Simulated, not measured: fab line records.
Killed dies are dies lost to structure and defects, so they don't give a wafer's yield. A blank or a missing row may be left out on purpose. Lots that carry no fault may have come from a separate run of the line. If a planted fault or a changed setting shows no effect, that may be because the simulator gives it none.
fab line records	flow nandHarc
record: lots: 12	wafers: 36	lastDay: 24
route steps=1159 shown A_CHANNEL_HOLE_D1@463 A_CHANNEL_FILL_D1@509
lots untouched by any fault: they come from a run of this same line in which no faults occurred
startH: the number of hours between the record's first day and the start of the first shown wafer of the lot	waitH: hours elapsed since this lot's preceding step	" same as the row above	L1.1+2: one row covering several wafers at once	- no value, or no start was given	* or withheld: withheld	< > ~ a bound
route shown NAME@n: a module of which the file shows steps, and the number in the route of the first	usual: the fault-free wafers' mean and standard deviation	same: alike in all rows	chamber/n: place in a boat	sites: each site's reading	_std_site: how widely they spread, as a standard deviation	_edge_site: the outer-site mean with the inner-site mean subtracted	radiusMm: how far each site lies from the wafer's centre	mask NAME#n: copy n	behind: tool/chamber where the wafer was last shaped	hold: what put the lot on hold/how long, in hours/how the hold closed	device: which transistor (n, p or np) failed to switch	end of line: at the end of the route, the tests of the same wafers	step lacking rows: just its recipe	killed: dies lost to structure and defects at the first sort, not the wafer's yield	map: shows each die of a wafer: x if killed, . if not, _ if none is there
set.NAME: the setting that was run; set.NAME@STEP: the one run at that earlier step	model.NAME: the simulator's own value behind a step, which no gauge read
route steps across a sampled set of lots; one table per step, one row per wafer
services: when a tool's chamber went out of use (startH, in hours from the record's first day, below 0 if earlier), for how many hours, and the reason
== steps ==
step: NHARC_A_CHANNEL_HOLE_D1_OVL_MEAS_11
usual: overlayXNm: -0.1/0.94	overlayYNm: 0.2/0.93
lot.wafer	tool	chamber	startH	waitH	overlayXNm	overlayYNm
L117.1	overlay-01	-	191.60	-	2.1	-0.8
L117.3	"	-	"	"	2.1	-1.0
L117.4	"	-	"	"	2.1	-1.2
L118.4	overlay-01	-	206.28	-	0.5	3.1
L118.5	"	-	"	"	0.0	2.6
L118.6	"	-	"	"	0.9	2.9
L119.1	overlay-02	-	206.45	-	-0.1	0.3
L119.5	"	-	"	"	0.6	0.3
L119.6	"	-	"	"	0.2	0.2
L123.1	overlay-02	-	227.97	-	0.4	0.2
L123.3	"	-	"	"	-0.4	-0.1
L123.5	"	-	"	"	1.1	0.1
L124.2	overlay-02	-	229.08	-	-0.5	0.7
L124.3	"	-	"	"	-0.7	0.8
L124.4	"	-	"	"	-0.6	0.2
L125.2	overlay-02	-	253.72	-	-0.2	-0.4
L125.3	"	-	"	"	0.0	0.0
L125.5	"	-	"	"	-0.8	-0.6
L132.1	overlay-02	-	282.78	-	0.0	-1.4
L132.3	"	-	"	"	0.1	-0.6
L132.4	"	-	"	"	-0.3	-0.8
L133.1	overlay-01	-	283.05	-	1.4	0.0
L133.4	"	-	"	"	0.8	-0.3
L133.6	"	-	"	"	0.8	-0.1
L135.3	overlay-01	-	296.81	-	-0.3	0.5
L135.5	"	-	"	"	0.1	0.4
L135.6	"	-	"	"	-0.2	0.8
L134.1	overlay-01	-	298.16	-	0.6	0.0
L134.2	"	-	"	"	0.2	0.4
L134.5	"	-	"	"	0.7	-0.2
L136.1	overlay-01	-	300.03	-	-0.8	1.3
L136.4	"	-	"	"	-1.1	1.6
L136.6	"	-	"	"	-0.1	1.4
L137.3	overlay-02	-	313.24	-	-0.8	0.8
L137.4	"	-	"	"	-1.1	1.0
L137.5	"	-	"	"	-0.6	1.5
step: NHARC_A_CHANNEL_HOLE_D1_ETCH_34
recipe: targetDepthA: 1540	timeS: 77	cf4FlowSccm: 100	chf3FlowSccm: 30	arFlowSccm: 0	rfW: 500	biasW: 200	chemistry: CF4/CHF3
usual: drypumpMotorCurrentA: 5.7/0.44	oesProductAu: 0.949/0.024	rfVppV: 370.5/2.2	showerheadPlenumPTorr: 1.57/0.063	throttleValvePct: 16.801/0.0096
lot.wafer	tool	chamber	startH	waitH	drypumpMotorCurrentA	oesProductAu	rfHoursCounterH	rfVppV	showerheadPlenumPTorr	throttleValvePct
L117.3	rieDiel-05	0	-	-	5.2	0.989	1	372.6	1.65	16.799
L117.1	"	2	"	"	5.5	0.970	1	370.5	1.59	16.802
L117.4	"	3	"	"	5.4	0.987	1	371.3	1.58	16.817
L119.1	rieDiel-06	0	-	-	5.9	0.977	10	374.0	1.64	16.804
L119.5	"	0	"	"	5.9	0.973	-	372.7	1.64	16.809
L119.6	"	1	"	"	6.0	0.992	-	366.5	1.47	16.796
L118.4	rieDiel-07	2	-	-	6.3	0.911	11	372.6	1.64	16.813
L118.6	"	1	"	"	5.9	0.928	-	371.4	1.66	16.799
L118.5	"	2	"	"	6.3	0.915	-	373.1	1.64	16.794
L123.3	rieDiel-06	3	-	-	5.0	0.977	12	367.1	1.48	16.801
L123.1	"	1	"	"	6.0	0.966	12	367.2	1.47	16.808
L123.5	"	3	"	"	5.0	0.981	-	367.8	1.48	16.802
L124.4	rieDiel-06	0	-	-	5.9	0.916	12	373.6	1.64	16.789
L124.2	"	2	"	"	5.7	0.920	14	367.5	1.50	16.788
L124.3	"	3	"	"	5.0	0.914	13	366.3	1.48	16.791
L125.2	rieDiel-05	2	-	-	5.5	0.928	4	372.2	1.59	16.809
L125.3	"	3	"	"	5.4	0.939	4	371.2	1.58	16.792
L125.5	"	1	"	"	5.6	0.936	-	369.3	1.56	16.812
L132.1	rieDiel-06	3	-	-	5.0	0.989	3	368.1	1.48	16.795
L132.4	"	0	"	"	5.9	0.986	3	373.2	1.64	16.800
L132.3	"	1	"	"	6.0	0.965	3	366.9	1.47	16.817
L133.4	rieDiel-07	2	-	-	6.3	0.962	2	374.1	1.64	16.811
L133.1	"	0	"	"	6.7	0.971	3	369.9	1.58	16.805
L133.6	"	2	"	"	6.3	0.952	-	372.6	1.64	16.805
L135.3	rieDiel-05	3	-	-	5.4	0.935	8	369.8	1.58	16.802
L135.5	"	2	"	"	5.5	0.934	-	372.1	1.58	16.808
L135.6	"	3	"	"	5.4	0.936	-	371.0	1.58	16.811
L134.1	rieDiel-06	1	-	-	6.0	0.959	3	367.5	1.47	16.795
L134.2	"	2	"	"	5.6	0.957	4	369.4	1.50	16.800
L134.5	"	0	"	"	5.9	0.978	-	373.1	1.64	16.788
L136.4	rieDiel-05	3	-	-	5.4	0.947	8	370.4	1.58	16.799
L136.1	"	1	"	"	5.6	0.948	8	370.7	1.56	16.794
L136.6	"	3	"	"	5.4	0.936	-	370.4	1.58	16.801
L137.4	rieDiel-07	3	-	-	6.1	0.912	5	369.1	1.53	16.820
L137.3	"	1	"	"	5.9	0.921	4	371.5	1.65	16.770
L137.5	"	3	"	"	6.1	0.916	-	368.9	1.53	16.800
step: NHARC_A_CHANNEL_FILL_D1_STRIP_29
recipe: timeS: 20	o2FlowSccm: 500	arFlowSccm: 0	biasW: 0	chemistry: O2
usual: drypumpMotorCurrentA: 5.5/0.45	oesProductAu: 0.997/0.011	rfVppV: 58.1/0.92	showerheadPlenumPTorr: 3.58/0.14	throttleValvePct: 17.037/0.0097
lot.wafer	tool	chamber	startH	waitH	drypumpMotorCurrentA	oesProductAu	rfHoursCounterH	rfVppV	showerheadPlenumPTorr	throttleValvePct
L117.3	rieDiel-04	2	-	-	5.7	0.979	4	57.0	3.76	17.035
L117.1	"	3	"	"	5.3	0.989	5	57.6	3.51	17.021
L117.4	"	0	"	"	5.2	1.003	4	58.8	3.65	17.028
L118.4	rieDiel-10	2	-	-	6.2	1.005	1	57.6	3.50	17.036
L118.5	"	1	"	"	4.9	0.999	-	59.1	3.75	17.035
L118.6	"	2	"	"	6.2	1.014	-	58.9	3.50	17.055
L119.1	rieDiel-11	1	-	-	5.0	0.997	10	56.8	3.65	17.042
L119.6	"	2	"	"	5.9	0.990	-	59.4	3.71	17.042
L119.5	"	3	"	"	5.7	0.991	-	58.4	3.45	17.050
L124.3	rieDiel-10	2	-	-	6.2	0.998	2	56.1	3.50	17.040
L124.2	"	0	"	"	5.2	0.972	2	55.9	3.58	17.030
L124.4	"	1	"	"	4.9	1.001	2	59.9	3.75	17.042
L123.1	rieDiel-04	2	-	-	5.7	1.010	6	58.0	3.76	17.044
L123.3	"	3	"	"	5.3	0.999	6	58.6	3.51	17.042
L123.5	"	2	"	"	5.7	1.019	-	58.7	3.76	17.037
L125.2	rieDiel-10	0	-	-	5.2	0.980	3	57.4	3.57	17.040
L125.3	"	1	"	"	4.9	0.992	3	59.4	3.75	17.055
L125.5	"	1	"	"	4.8	0.990	-	57.6	3.75	17.049
L132.3	rieDiel-04	3	-	-	5.3	1.010	2	58.2	3.51	17.042
L132.1	"	0	"	"	5.1	1.013	1	57.5	3.65	17.044
L132.4	"	1	"	"	6.2	1.016	1	58.7	3.31	17.016
L133.4	rieDiel-10	0	-	-	5.2	0.979	4	58.7	3.57	17.029
L133.1	"	1	"	"	4.9	0.983	4	60.0	3.75	17.033
L133.6	"	0	"	"	5.2	0.980	-	60.1	3.57	17.050
L134.2	rieDiel-10	3	-	-	5.4	0.991	4	57.1	3.68	17.050
L134.1	"	2	"	"	6.2	0.999	4	57.6	3.50	17.028
L134.5	"	3	"	"	5.4	0.979	-	57.3	3.68	17.043
L136.4	rieDiel-10	0	-	-	5.2	0.989	4	58.9	3.57	17.031
L136.1	"	2	"	"	6.2	0.998	4	57.7	3.50	17.045
L136.6	"	0	"	"	5.2	0.981	-	57.6	3.57	17.041
L135.3	rieDiel-04	2	-	-	5.7	1.003	2	59.1	3.76	17.032
L135.6	"	3	"	"	5.3	0.991	-	59.8	3.51	17.045
L135.5	"	0	"	"	5.1	1.011	-	58.7	3.65	17.033
L137.3	rieDiel-10	2	373.06	0.2	6.2	1.008	0	57.4	3.50	17.039
L137.5	"	2	"	"	6.2	1.003	-	55.4	3.50	17.033
L137.4	"	3	"	"	5.4	0.988	-	59.3	3.67	17.046
step: NHARC_A_CHANNEL_FILL_D1_CVD_09
recipe: targetThkA: 1500	tempC: 620	pressureMtorr: 200	timeS: 3000	material: poly-Si
usual: pressureMtorr: 199.9/0.39	runLengthS: 3001.4/0.27
lot.wafer	tool	chamber	startH	waitH	pressureMtorr	runLengthS
L117.1	lpcvdPoly-01	0	242.75	-	199.7	3001.2
L117.3	"	0	"	"	200.4	3001.2
L117.4	"	0	"	"	200.1	3001.2
L118.4	lpcvdPoly-01	0	259.88	4.1	200.0	3001.3
L118.5	"	0	"	"	200.0	3001.3
L118.6	"	0	"	"	200.0	3001.3
L119.1	lpcvdPoly-01	0	259.88	4.1	199.9	3001.3
L119.5	"	0	"	"	200.0	3001.3
L119.6	"	0	"	"	199.1	3001.3
L123.1	lpcvdPoly-02	-	285.40	1.7	-	-
L123.3	"	-	"	"	-	-
L123.5	"	-	"	"	-	-
L124.2	lpcvdPoly-02	-	285.40	2.4	-	-
L124.3	"	-	"	"	-	-
L124.4	"	-	"	"	-	-
L125.2	lpcvdPoly-02	-	310.12	2.9	-	-
L125.3	"	-	"	"	-	-
L125.5	"	-	"	"	-	-
L132.1	lpcvdPoly-02	0	339.14	2.4	199.5	3001.4
L132.3	"	0	"	"	199.1	3001.4
L132.4	"	0	"	"	199.7	3001.4
L133.1	lpcvdPoly-02	0	342.91	2.4	199.3	3001.4
L133.4	"	0	"	"	199.5	3001.4
L133.6	"	0	"	"	199.6	3001.4
L134.1	lpcvdPoly-02	0	353.45	2.4	199.8	3001.2
L134.2	"	0	"	"	199.6	3001.2
L134.5	"	0	"	"	199.8	3001.2
L136.1	lpcvdPoly-02	0	353.45	1.4	199.3	3001.2
L136.4	"	0	"	"	200.6	3001.2
L136.6	"	0	"	"	200.0	3001.2
L135.3	lpcvdPoly-02	0	357.17	2.4	199.6	3001.8
L135.5	"	0	"	"	200.2	3001.8
L135.6	"	0	"	"	199.6	3001.8
L137.3	lpcvdPoly-02	0	376.69	3.5	199.6	3001.6
L137.4	"	0	"	"	199.5	3001.6
L137.5	"	0	"	"	199.9	3001.6
step: NHARC_A_CHANNEL_FILL_D1_CMP_10
recipe: targetThkNm: 150
usual: motorCurrentA: 12.2/1.1	timeToEndpointS: 15.1/2.3
lot.wafer	tool	chamber	startH	waitH	motorCurrentA	timeToEndpointS
L117.4	cmp-03	1	245.93	0.4	12.3	14.9
L117.3	"	2	"	"	13.9	12.3
L117.1	"	3	"	"	12.6	13.5
L119.1	cmp-01	0	263.06	0.4	13.2	18.0
L119.5	"	0	"	"	13.4	15.5
L119.6	"	1	"	"	13.8	13.5
L118.4	cmp-03	3	263.14	0.4	13.4	13.0
L118.5	"	0	"	"	13.5	13.4
L118.6	"	1	"	"	11.7	14.8
L124.2	cmp-03	3	288.56	0.4	14.4	5.1
L124.4	"	0	"	"	13.6	5.8
L124.3	"	2	"	"	12.5	3.8
L123.3	cmp-04	2	288.59	0.4	11.0	11.1
L123.1	"	0	"	"	10.8	7.8
L123.5	"	2	"	"	11.0	10.8
L125.2	cmp-04	1	313.27	0.4	10.7	2.4
L125.3	"	3	"	"	12.7	4.8
L125.5	"	1	"	"	11.2	0.3
L132.1	cmp-04	1	342.37	0.4	11.4	13.5
L132.4	"	2	"	"	10.7	15.8
L132.3	"	3	"	"	12.5	13.3
L133.4	cmp-04	3	346.06	0.4	12.6	13.0
L133.1	"	0	"	"	10.7	13.1
L133.6	"	0	"	"	11.1	14.5
L134.2	cmp-01	3	356.65	0.4	10.8	16.1
L134.1	"	0	"	"	12.6	13.5
L134.5	"	0	"	"	13.8	15.0
L136.4	cmp-04	0	356.68	0.4	11.3	14.8
L136.1	"	1	"	"	11.8	14.8
L136.6	"	0	"	"	11.0	15.5
L135.3	cmp-03	0	360.33	0.4	13.1	17.2
L135.6	"	0	"	"	12.7	14.9
L135.5	"	1	"	"	12.1	16.1
L137.3	cmp-03	2	379.85	0.4	13.4	15.1
L137.4	"	0	"	"	12.8	15.6
L137.5	"	2	"	"	13.1	14.6
== services ==
tool	chamber	startH	hours	kind
rieDiel-10	-	176.50	9.0	pm
rieDiel-04	-	186.45	3.6	repair
cmp-03	-	189.27	3.6	repair
rieDiel-06	3	197.03	5.0	repair
cmp-04	-	203.21	4.0	pm
cmp-04	-	210.80	1.1	repair
rieDiel-10	-	219.34	0.7	repair
rieDiel-04	2	219.62	17.1	repair
rieDiel-06	-	241.20	9.0	pm
cmp-03	-	254.02	4.0	pm
rieDiel-04	3	266.83	8.2	repair
rieDiel-10	3	268.01	5.5	repair
cmp-04	-	301.21	4.0	pm
cmp-04	-	306.33	0.4	repair
cmp-04	-	335.23	1.3	repair
rieDiel-06	2	350.02	8.7	repair
cmp-03	-	350.55	5.3	repair
rieDiel-10	-	353.50	9.0	pm
cmp-04	-	361.03	1.7	repair
cmp-03	-	362.78	4.2	repair
rieDiel-10	1	363.14	10.1	repair
rieDiel-06	-	365.64	0.5	repair
cmp-04	-	372.68	1.2	repair
cmp-04	-	379.88	1.7	repair
== key ==
firstSign: step: NHARC_A_CHANNEL_FILL_D1_CVD_09	reading: toolRecord	direction: missing
effect: step: NHARC_A_CHANNEL_FILL_D1_CMP_10	reading: timeToEndpointS	direction: down	sigmas: 4.1	usual: *	struck: *
metAt NHARC_A_CHANNEL_FILL_D1_CVD_09
struckLots L123,L124,L125
scrappedBehind NHARC_A_CHANNEL_FILL_D1_THK_MEAS_11 L123.1,L123.3,L123.5,L124.2,L124.3,L124.4,L125.2,L125.3,L125.5
notActingAt NHARC_A_CHANNEL_HOLE_D1_OVL_MEAS_11,NHARC_A_CHANNEL_HOLE_D1_ETCH_34,NHARC_A_CHANNEL_FILL_D1_STRIP_29
fault: kind: skippedStepWhole	tool: lpcvdPoly-02	chamber: -	onsetH: 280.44	steps: NHARC_A_CHANNEL_FILL_D1_CVD_09	scope: struckLotsOnly
